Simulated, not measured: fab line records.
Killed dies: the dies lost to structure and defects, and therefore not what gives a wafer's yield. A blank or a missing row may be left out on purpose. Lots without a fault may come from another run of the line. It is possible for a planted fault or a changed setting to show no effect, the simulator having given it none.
Matching of chambers | flow n5_finfet | rie_diel-05 running N5_DUMMY_REMOVAL_HM_STRIP_01: 4 sister chambers
The step strips SiNx in CH3F/O2, stops on poly-Si, target depth 4 nm, time 6.8 s. 4 wafers are shown with their chamber, then 7 later ones without.

== WAFERS PAIRED WITH THEIR CHAMBERS ==
wafer  | chamber | showerhead_plenum_p_Torr (Torr)
L346.5 | 2       | 2.01
L350.4 | 0       | 2.05
L351.2 | 1       | 1.95
L351.3 | 3       | 2.05

== WAFERS WITH NO CHAMBER GIVEN ==
wafer  | showerhead_plenum_p_Torr (Torr)
L351.6 | 1.95
L356.2 | 2.04
L356.5 | 2.04
L356.6 | 2.04
L357.1 | 2.04
L357.4 | 2.04
L357.6 | 2.04

== WHICH CHAMBER EACH ONE RAN IN ==
wafer  | from the rows above     | in truth
L351.6 | 1                       | 1
L356.2 | can't be placed: 0 or 3 | 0
L356.5 | can't be placed: 0 or 3 | 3
L356.6 | can't be placed: 0 or 3 | 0
L357.1 | can't be placed: 0 or 3 | 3
L357.4 | can't be placed: 0 or 3 | 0
L357.6 | can't be placed: 0 or 3 | 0
Correct placement for 1 of the 7. Cannot be placed on the basis of these rows: 6; the candidates contain the true chamber in 6. Wrongly placed: 0.
How it was worked out, from the rows above alone: a wafer's distance from a chamber is the root of the sum, over the readings, of the square of ((its reading less the chamber's mean) divided by the reading's scatter). The wafer belongs to the nearest chamber; if the next one is less than 2 further off, it can't be placed. For every chamber, the mean is computed from those of its wafers that are shown. The scatter (one wafer shown for each chamber): square how far every hidden wafer sits from the nearest shown wafer, average those squares and take the square root.
